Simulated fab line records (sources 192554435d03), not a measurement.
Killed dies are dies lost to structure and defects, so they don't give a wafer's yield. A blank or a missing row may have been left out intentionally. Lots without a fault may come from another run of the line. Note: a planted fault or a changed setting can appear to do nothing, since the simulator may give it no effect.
fab line records	flow n5Finfet
record: lots: 7	wafers: 20	lastDay: 17
route steps=1938 shown MOL_CONTACT_COAG@567 BEOL_M4@1111
lots that met no fault: taken from a fault-free run of the same line
startH: the number of hours between the record's first day and the start of the first shown wafer of the lot	waitH: time in hours since the lot's previous step	" unchanged from the row above	L1.1+2: one row covering several wafers at once	- value missing, or start not given	* or withheld: withheld	< > ~ a bound
route shown NAME@n: a module of which the file shows steps, and the number in the route of the first	usual: average and standard deviation across the fault-free wafers	same: alike in all rows	chamber/n: place in a boat	sites: readings site by site	_std_site: their standard deviation	_edge_site: outer sites' mean less inner sites'	radiusMm: for every site, how far away it sits from the centre of the wafer	mask NAME#n: copy n	behind: the most recent tool/chamber to have shaped the wafer	hold: the reason the lot was held/the length of the hold in hours/how it ended	device: whichever transistor did not switch (one of n, p or np)	end of line: the route-end tests of the same wafers	a step without rows: its recipe alone	killed: count of dies lost to structure and defects at first sort (not the wafer's yield)	map: a wafer's dies, x killed, . not, _ none there
set.NAME: the setting as run; set.NAME@STEP: as run at that earlier step	model.NAME: the simulator's own value behind a step, which no gauge read
a table for each step, a row for each wafer; lots at some steps of the route
services: when a tool's chamber went out of use (startH, in hours from the record's first day, below 0 if earlier), for how many hours, and the reason
== steps ==
step: N5_MOL_CONTACT_COAG_COAT_78
recipe: resist: CAR-EUV	spinRpm: 1500	resistThkNm: 40
step: N5_MOL_CONTACT_COAG_EBR_80
recipe: solvent: PGMEA	ebrWidthMm: 1.5
step: N5_MOL_CONTACT_COAG_SOFTBAKE_79
recipe: tempC: 110	timeS: 60	resist: CAR-EUV
step: N5_MOL_CONTACT_COAG_EXPOSE_81
recipe: maskId: VG	na: 0.33	sourceShape: annular	sigmaInner: 0.3	sigmaOuter: 0.7	polarization: unpolarized	defocusNm: 0	doseMj: 59.5
step: N5_MOL_CONTACT_COAG_PEB_82
recipe: pebTempC: 100	pebTimeS: 60	resist: CAR-EUV
step: N5_MOL_CONTACT_COAG_DEVELOP_83
recipe: developTimeS: 30	developer: TMAH	resist: CAR-EUV	rinseLiquid: surfactantRinse	dry: airSpin	devTempC: 23
step: N5_MOL_CONTACT_COAG_CD_MEAS_84
recipe: targetCdNm: 25.1	landingEnergyEv: 500	detector: seInlens	polarity: opening
usual: cdNm: 25.06/0.22
lot.wafer	tool	chamber	startH	waitH	cdNm
L793.3	cdSem-01	0	99.76	-	25.24
L793.4	"	0	"	"	25.01
L793.5	"	0	"	"	25.08
L797.1	cdSem-02	0	121.45	-	24.88
L797.2	"	0	"	"	25.40
L797.4	"	0	"	"	25.32
L809.1	cdSem-03	0	193.32	-	24.91
L809.2	"	0	"	"	24.52
L809.4	"	0	"	"	24.95
L811.4	cdSem-03	0	204.87	-	25.31
L811.6	"	0	"	"	25.19
L812.2	cdSem-01	0	216.17	-	24.68
L812.4	"	0	"	"	25.28
L812.5	"	0	"	"	25.25
L813.1	cdSem-02	0	222.30	-	24.91
L813.4	"	0	"	"	25.17
L813.6	"	0	"	"	25.07
L816.4	cdSem-03	0	246.22	-	24.80
L816.5	"	0	"	"	25.33
L816.6	"	0	"	"	24.84
step: N5_MOL_CONTACT_COAG_OVL_MEAS_85
recipe: pointsPerWafer: 522
usual: VG_OVL: 0.5/0.65
same: pointsPerWafer: 522
lot.wafer	tool	chamber	startH	waitH	VG_OVL[nm]
L793.3	overlay-02	0	99.80	0.0	-0.4
L793.4	"	0	"	"	-0.6
L793.5	"	0	"	"	0.0
L797.1	overlay-01	0	121.48	0.0	0.8
L797.2	"	0	"	"	0.9
L797.4	"	0	"	"	0.0
L809.1	overlay-02	0	193.35	0.0	-0.4
L809.2	"	0	"	"	-0.2
L809.4	"	0	"	"	0.6
L811.4	overlay-01	0	204.91	0.0	0.6
L811.6	"	0	"	"	-0.2
L812.2	overlay-01	0	216.20	0.0	0.7
L812.4	"	0	"	"	1.2
L812.5	"	0	"	"	0.3
L813.1	overlay-01	0	222.33	0.0	0.4
L813.4	"	0	"	"	-0.9
L813.6	"	0	"	"	-0.1
L816.4	overlay-01	0	246.27	0.0	0.3
L816.5	"	0	"	"	0.0
L816.6	"	0	"	"	0.7
step: N5_MOL_CONTACT_COAG_INSPECT_57
recipe: mode: adi	inspectInstrument: brightfield
usual: rawDefectCount: 191/49
lot.wafer	tool	chamber	startH	waitH	rawDefectCount
L793.3	defectInspect-02	-	99.85	0.0	191
L793.4	"	-	"	"	167
L793.5	"	-	"	"	231
L797.1	defectInspect-01	-	121.54	0.1	174
L797.2	"	-	"	"	211
L797.4	"	-	"	"	96
L809.1	defectInspect-01	-	193.40	0.1	147
L809.2	"	-	"	"	178
L809.4	"	-	"	"	300
L811.4	defectInspect-02	-	204.95	0.0	133
L811.6	"	-	"	"	145
L812.2	defectInspect-02	-	216.25	0.0	239
L812.4	"	-	"	"	216
L812.5	"	-	"	"	186
L813.1	defectInspect-01	-	222.55	0.2	137
L813.4	"	-	"	"	194
L813.6	"	-	"	"	163
L816.4	defectInspect-01	-	246.31	0.0	210
L816.5	"	-	"	"	158
L816.6	"	-	"	"	123
step: N5_MOL_CONTACT_COAG_DESCUM_88
recipe: chemistry: O2	timeS: 7	sourcePowerW: 50	biasPowerW: 20	pressureMtorr: 20	rfFrequencyHz: 2.712e+07	tempC: 40	resist: CAR-EUV	o2FlowSccm: 225
usual: drypumpMotorCurrentA: 5.8/0.35	oesProductAu: 0.80/0.099	rfVppV: 242.6/1.1	showerheadPlenumPTorr: 2.05/0.052	throttleValvePct: 20.46/0.26
lot.wafer	tool	chamber	startH	waitH	drypumpMotorCurrentA	oesProductAu	rfHoursCounterH	rfVppV	showerheadPlenumPTorr	throttleValvePct
L793.3	rieDiel-06	3	100.02	0.2	6.2	0.77	140	242.1	2.01	20.47
L793.4	"	1	"	"	6.0	0.76	138	242.7	2.10	20.60
L793.5	"	0	"	"	5.8	0.67	-	242.6	2.06	20.71
L797.1	rieDiel-05	0	121.87	0.3	5.6	0.89	42	242.9	2.03	20.20
L797.2	"	2	"	"	6.2	0.70	237	244.8	2.14	20.71
L797.4	"	2	"	"	6.2	0.69	-	242.8	2.14	20.71
L809.1	rieDiel-05	3	193.53	0.1	5.8	0.71	223	243.3	2.06	20.42
L809.2	"	1	"	"	5.1	0.93	26	242.7	2.04	20.12
L809.4	"	2	"	"	6.2	0.93	9	245.4	2.13	20.39
L811.4	rieDiel-02	3	205.18	0.2	6.1	0.71	206	241.2	1.98	20.92
L811.6	"	2	"	"	6.2	0.73	-	246.7	2.17	20.91
L812.2	rieDiel-02	0	216.29	0.0	5.9	0.70	228	241.4	1.98	20.69
L812.4	"	3	"	"	6.1	0.69	210	241.2	1.98	20.93
L812.5	"	0	"	"	5.9	0.70	-	241.8	1.98	20.67
L813.1	rieDiel-05	2	222.60	0.1	6.2	0.91	20	241.8	2.13	20.40
L813.4	"	1	"	"	5.1	0.92	36	242.5	2.04	20.13
L813.6	"	3	"	"	5.7	0.71	-	242.3	2.05	20.42
L816.4	rieDiel-02	3	246.34	0.0	6.1	0.69	220	243.6	1.98	20.95
L816.5	"	3	"	"	6.1	0.69	-	241.3	1.98	20.92
L816.6	"	2	"	"	6.2	0.72	-	243.8	2.17	20.95
step: N5_MOL_CONTACT_COAG_ETCH_89
recipe: chemistry: N2/H2	target: underlayer	targetDepthA: 130	maskMaterial: CAR-EUV	timeS: 10.4	ionEnergyEv: 200	pressureMtorr: 30	sourceW: 840	biasW: 150	n2FlowSccm: 200	h2FlowSccm: 200	ends: cleared
usual: drypumpMotorCurrentA: 5.8/0.35	etchRfOnTimeS: 10.38/0.15	oesProductAu: 0.68/0.083	rfVppV: 522.5/2.1	showerheadPlenumPTorr: 2.50/0.062	throttleValvePct: 17.91/0.28
lot.wafer	tool	chamber	startH	waitH	drypumpMotorCurrentA	etchRfOnTimeS	oesProductAu	rfHoursCounterH	rfVppV	showerheadPlenumPTorr	throttleValvePct
L793.3	rieDiel-06	3	100.06	0.0	6.2	10.32	0.67	140	522.8	2.45	17.88
L793.4	"	1	"	"	6.0	10.49	0.66	138	524.9	2.56	18.16
L793.5	"	0	"	"	5.8	10.48	0.58	-	524.9	2.50	18.14
L797.1	rieDiel-05	0	121.90	0.0	5.7	10.24	0.76	42	522.0	2.49	17.68
L797.2	"	2	"	"	6.2	10.42	0.59	237	525.6	2.61	18.18
L797.4	"	2	"	"	6.2	10.49	0.59	-	525.7	2.61	18.17
L809.1	rieDiel-05	3	193.56	0.0	5.7	10.41	0.61	223	522.6	2.50	17.89
L809.2	"	1	"	"	5.1	10.43	0.79	26	523.9	2.50	17.71
L809.4	"	2	"	"	6.2	10.25	0.81	9	526.3	2.60	17.78
L811.4	rieDiel-02	3	205.21	0.0	6.1	10.29	0.60	206	519.5	2.42	18.38
L811.6	"	2	"	"	6.1	10.39	0.63	-	526.6	2.63	18.27
L812.2	rieDiel-02	0	216.32	0.0	5.9	10.77	0.59	228	518.2	2.40	18.11
L812.4	"	3	"	"	6.1	10.34	0.60	210	519.4	2.42	18.40
L812.5	"	0	"	"	5.9	10.82	0.59	-	520.1	2.40	18.12
L813.1	rieDiel-05	2	222.64	0.0	6.2	10.30	0.77	20	525.4	2.59	17.79
L813.4	"	1	"	"	5.1	10.27	0.77	36	520.6	2.50	17.74
L813.6	"	3	"	"	5.7	10.20	0.60	-	522.8	2.50	17.93
L816.4	rieDiel-02	3	246.38	0.0	6.1	10.27	0.61	220	520.3	2.42	18.42
L816.5	"	3	"	"	6.1	10.31	0.59	-	519.4	2.42	18.42
L816.6	"	2	"	"	6.2	10.43	0.63	-	526.2	2.62	18.28
step: N5_MOL_CONTACT_COAG_ETCH_90
recipe: chemistry: CF4	target: SiARC	targetDepthA: 130	maskMaterial: CAR-EUV	timeS: 21.7	ionEnergyEv: 80	pressureMtorr: 40	sourceW: 545	biasW: 36	Ar_flow_sccm: 100	cf4FlowSccm: 100	ends: cleared
usual: drypumpMotorCurrentA: 5.8/0.35	etchRfOnTimeS: 21.7/0.35	mfcArSccm: 99.98/0.29	oesProductAu: 0.68/0.083	rfVppV: 183.5/1	showerheadPlenumPTorr: 2.11/0.049	throttleValvePct: 15.67/0.27
lot.wafer	tool	chamber	startH	waitH	drypumpMotorCurrentA	etchRfOnTimeS	mfcArSccm	oesProductAu	rfHoursCounterH	rfVppV	showerheadPlenumPTorr	throttleValvePct
L793.3	rieDiel-06	3	100.08	0.0	6.2	21.9	100.00	0.66	140	182.7	2.07	15.66
L793.4	"	1	"	"	6.0	22.0	99.80	0.65	138	184.6	2.14	15.74
L793.5	"	0	"	"	5.8	22.2	99.82	0.57	-	183.5	2.11	15.94
L797.1	rieDiel-05	0	121.92	0.0	5.7	21.1	99.87	0.76	42	183.7	2.09	15.39
L797.2	"	2	"	"	6.2	21.6	99.81	0.60	237	184.7	2.20	15.99
L797.4	"	2	"	"	6.2	21.8	99.75	0.59	-	183.2	2.20	15.98
L809.1	rieDiel-05	3	193.58	0.0	5.7	21.3	99.97	0.61	223	184.3	2.12	15.74
L809.2	"	1	"	"	5.1	21.5	100.09	0.79	26	183.6	2.10	15.32
L809.4	"	2	"	"	6.2	21.0	100.22	0.81	9	184.0	2.19	15.54
L811.4	rieDiel-02	3	205.23	0.0	6.1	21.4	99.97	0.61	206	183.0	2.05	16.17
L811.6	"	2	"	"	6.1	21.9	99.96	0.63	-	185.3	2.21	16.06
L812.2	rieDiel-02	0	216.34	0.0	5.9	22.6	99.36	0.59	228	182.6	2.03	15.79
L812.4	"	3	"	"	6.1	21.8	99.80	0.60	210	181.9	2.05	16.21
L812.5	"	0	"	"	5.9	22.7	100.29	0.59	-	182.4	2.03	15.80
L813.1	rieDiel-05	2	222.66	0.0	6.2	21.4	99.84	0.77	20	184.0	2.19	15.59
L813.4	"	1	"	"	5.1	21.8	100.26	0.77	36	184.8	2.09	15.34
L813.6	"	3	"	"	5.8	21.6	100.18	0.60	-	183.2	2.12	15.78
L816.4	rieDiel-02	3	246.40	0.0	6.1	21.8	100.22	0.58	220	183.6	2.04	16.22
L816.5	"	3	"	"	6.1	21.8	100.38	0.59	-	182.5	2.04	16.20
L816.6	"	2	"	"	6.1	22.3	99.95	0.62	-	185.7	2.20	16.10
step: N5_MOL_CONTACT_COAG_ALD_131
recipe: material: SiO2	targetThkA: 50	tempC: 100	aldPrecursorFamily: BDEAS	aldCoReactant: O2-plasma	pulseTimeS: 1	coReactantPulseTimeS: 1	purgeTimeS: 2	coReactantPurgeTimeS: 2	aldCycles: 35	pressureTorr: 2
usual: aldCycles: 35/0	heaterPowerW: 82/7.7	precursorPulseHeightRel: 1.001/0.019
lot.wafer	tool	chamber	startH	waitH	aldCycles	heaterPowerW	precursorPulseHeightRel	model.SiO2_of_MOL_CONTACT_COAG_ALD_131.thkNm
L793.3	aldSin-04	1	100.16	0.1	35	80	0.992	5
L793.4	"	0	"	"	35	93	0.994	5
L793.5	"	1	"	"	35	81	1.027	5
L797.1	aldSin-01	0	122.00	0.1	35	83	0.993	5
L797.2	"	3	"	"	35	71	1.041	5
L797.4	"	1	"	"	35	78	0.995	5
L809.1	aldSin-01	3	193.66	0.1	35	68	0.990	5
L809.2	"	0	"	"	35	84	1.008	5
L809.4	"	1	"	"	32	79	1.033	4.6
L811.4	aldSin-01	3	205.31	0.1	32	69	0.976	4.6
L811.6	"	0	"	"	32	82	1.005	4.6
L812.2	aldSin-01	0	216.42	0.1	35	82	1.021	5
L812.4	"	3	"	"	32	69	0.999	4.6
L812.5	"	1	"	"	35	76	0.981	5
L813.1	aldSin-02	3	222.74	0.1	35	84	0.974	5
L813.4	"	0	"	"	35	88	1.017	5
L813.6	"	1	"	"	35	90	1.000	5
L816.4	aldSin-04	0	246.55	0.1	35	93	1.002	5
L816.5	"	3	"	"	35	76	0.983	5
L816.6	"	1	"	"	35	79	1.000	5
step: N5_MOL_CONTACT_COAG_ETCHBACK_132
recipe: chemistry: CHF3	target: SiO2	targetDepthA: 100	timeS: 6.7	ionEnergyEv: 200	pressureMtorr: 30	sourceW: 610	biasW: 170	Ar_flow_sccm: 200	CHF3_flow_sccm: 50
usual: drypumpMotorCurrentA: 5.8/0.36	mfcArSccm: 200.0/0.64	oesProductAu: 0.80/0.095	rfVppV: 523/4.7	showerheadPlenumPTorr: 2.34/0.056	throttleValvePct: 18.76/0.24
lot.wafer	tool	chamber	startH	waitH	drypumpMotorCurrentA	mfcArSccm	oesProductAu	rfHoursCounterH	rfVppV	showerheadPlenumPTorr	throttleValvePct
L793.3	rieDiel-06	3	100.34	0.1	6.2	200.5	0.78	140	524	2.30	18.81
L793.4	"	0	"	"	5.8	199.9	0.67	249	529	2.34	18.97
L793.5	"	0	"	"	5.8	200.1	0.66	-	530	2.34	18.97
L797.1	rieDiel-05	0	122.21	0.1	5.7	200.4	0.88	42	521	2.32	18.52
L797.2	"	3	"	"	5.7	200.4	0.73	198	516	2.37	18.79
L797.4	"	3	"	"	5.7	200.2	0.72	-	516	2.37	18.80
L809.1	rieDiel-06	3	193.85	0.1	6.2	200.5	0.76	167	524	2.29	18.85
L809.2	"	0	"	"	5.8	200.8	0.91	27	528	2.33	18.58
L809.4	"	1	"	"	6.0	199.4	0.73	175	528	2.37	18.90
L811.4	rieDiel-06	0	205.60	0.2	5.8	200.3	0.91	31	528	2.32	18.60
L811.6	"	2	"	"	5.9	199.8	0.93	-	521	2.34	18.32
L812.2	rieDiel-05	0	216.60	0.1	5.6	199.2	0.84	74	522	2.31	18.57
L812.4	"	1	"	"	5.1	201.6	0.91	34	526	2.33	18.50
L812.5	"	3	"	"	5.8	200.7	0.71	-	515	2.35	18.84
L813.1	rieDiel-05	3	222.91	0.1	5.7	199.8	0.70	235	516	2.35	18.86
L813.4	"	1	"	"	5.1	201.7	0.90	37	526	2.33	18.51
L813.6	"	2	"	"	6.2	199.4	0.90	-	522	2.43	18.72
L816.4	rieDiel-06	2	246.83	0.2	5.9	200.0	0.91	35	522	2.33	18.35
L816.5	"	2	"	"	5.9	199.8	0.90	-	521	2.33	18.34
L816.6	"	1	"	"	6.0	200.0	0.72	-	529	2.36	18.94
step: N5_BEOL_M4_RC_MEAS_101
usual: DIBL_N: 36.4/1.3	DIBL_P: 36.5/1.7	IOFF_N: 0.154/0.022	IOFF_P: 0.202/0.025	ION_N: 671/9.8	ION_P: 460/6.8	SS_N: 71.6/0.54	SS_P: 73.4/0.58	VT_N: 250.9/2.8	VT_P: -251.4/2.7
lot.wafer	tool	chamber	startH	waitH	DIBL_N[mV/V]	DIBL_P[mV/V]	IOFF_N[nA/um]	IOFF_P[nA/um]	ION_N[uA/um]	ION_P[uA/um]	SS_N[mV/dec]	SS_P[mV/dec]	VT_N[mV]	VT_P[mV]
L793.3	prober-01	0	168.19	0.3	39.2	37.6	0.178	0.219	674	463	72.4	74.0	250.6	-252.2
L793.4	"	0	"	"	39.8	39.4	0.197	0.238	675	463	72.7	74.7	245.5	-250.4
L793.5	"	0	"	"	37.8	36.3	0.156	0.205	671	460	71.9	73.5	251.4	-251.0
L797.1	prober-02	0	177.79	0.0	37.4	36.4	0.146	0.175	659	448	71.6	73.0	250.6	-255.2
L797.2	"	0	"	"	38.3	38.3	0.163	0.193	662	447	71.6	73.2	253.5	-253.6
L797.4	"	0	"	"	37.6	37.2	0.156	0.190	678	459	70.8	73.3	251.2	-256.1
L809.1	prober-01	0	265.32	0.0	34.6	35.4	0.134	0.196	679	465	70.9	73.0	254.6	-249.5
L809.2	"	0	"	"	35.8	36.9	0.158	0.220	670	462	71.7	73.2	252.0	-248.9
L809.4	"	0	"	"	33.5	34.3	0.123	0.190	656	456	71.3	72.8	255.7	-250.8
L811.4	prober-02	0	270.90	0.5	36.1	35.2	0.142	0.202	663	459	71.1	72.6	252.9	-249.2
L811.6	"	0	"	"	36.9	36.9	0.161	0.217	667	459	72.2	73.0	251.3	-248.2
L812.2	prober-01	0	282.76	0.2	35.4	35.1	0.130	0.238	659	465	71.1	73.4	252.3	-246.2
L812.4	"	0	"	"	36.8	36.0	0.153	0.235	660	459	71.4	73.9	254.5	-247.9
L812.5	"	0	"	"	35.5	34.1	0.123	0.204	652	460	70.8	73.4	254.2	-250.5
L813.1	prober-01	0	295.71	0.0	37.2	37.3	0.181	0.229	686	466	71.5	74.3	246.2	-252.0
L813.4	"	0	"	"	37.4	36.9	0.176	0.230	676	461	72.2	74.3	249.3	-249.1
L813.6	"	0	"	"	37.0	36.0	0.167	0.210	672	453	71.8	73.7	251.2	-250.0
L816.4	prober-01	0	306.06	0.5	36.5	37.8	0.169	0.209	689	468	71.7	74.0	248.4	-249.1
L816.5	"	0	"	"	34.7	35.4	0.129	0.166	667	451	71.6	73.0	252.9	-251.2
L816.6	"	0	"	"	36.7	38.3	0.172	0.206	689	462	72.6	72.5	248.4	-251.7
== services ==
tool	chamber	startH	hours	kind
aldSin-01	-	85.25	14.0	pm
rieDiel-02	2	90.82	4.3	repair
rieDiel-06	0	102.20	-	clean
rieDiel-06	0	102.20	-	consumableReplace:focusRing
rieDiel-06	0	102.20	26.8	scheduledDown
rieDiel-05	1	112.02	-	clean
rieDiel-05	1	112.02	-	consumableReplace:focusRing
rieDiel-05	1	112.02	15.9	scheduledDown
rieDiel-05	1	112.02	15.9	ventCycle
rieDiel-05	3	117.14	1.4	repair
aldSin-01	0	123.97	5.6	repair
aldSin-01	0	139.14	13.4	repair
rieDiel-05	2	154.21	-	clean
rieDiel-05	2	154.21	-	consumableReplace:focusRing
rieDiel-05	2	154.21	16.2	scheduledDown
rieDiel-05	2	154.21	16.2	ventCycle
rieDiel-05	0	158.30	8.1	repair
rieDiel-02	2	180.54	3.9	repair
rieDiel-05	3	185.11	4.9	repair
rieDiel-06	2	209.85	1.5	repair
aldSin-02	-	229.82	0.6	repair
aldSin-04	2	236.79	53.0	repair
rieDiel-02	-	243.77	0.4	repair
rieDiel-05	0	246.43	14.1	repair
== key ==
firstSign: step: N5_MOL_CONTACT_COAG_ALD_131	reading: aldCycles	direction: down	sigmas: 99+	usual: *	struck: *
effect none on later readings
modelEffect: step: N5_MOL_CONTACT_COAG_ALD_131	value: SiO2_of_MOL_CONTACT_COAG_ALD_131.thkNm	without: 5	struck: 4.6
metAt N5_MOL_CONTACT_COAG_ALD_131
struckWafers L809.4,L811.4,L811.6,L812.4
onsetBetween 122.00 193.66
fault: kind: processParameterDrift	tool: aldSin-01	chamber: -	onsetH: 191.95	steps: N5_MOL_CONTACT_COAG_ALD_131	channel: aldCycles	offset: *	shape: step	endH: 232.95	scope: struckWafersOnly	actsIn: *	stated: *
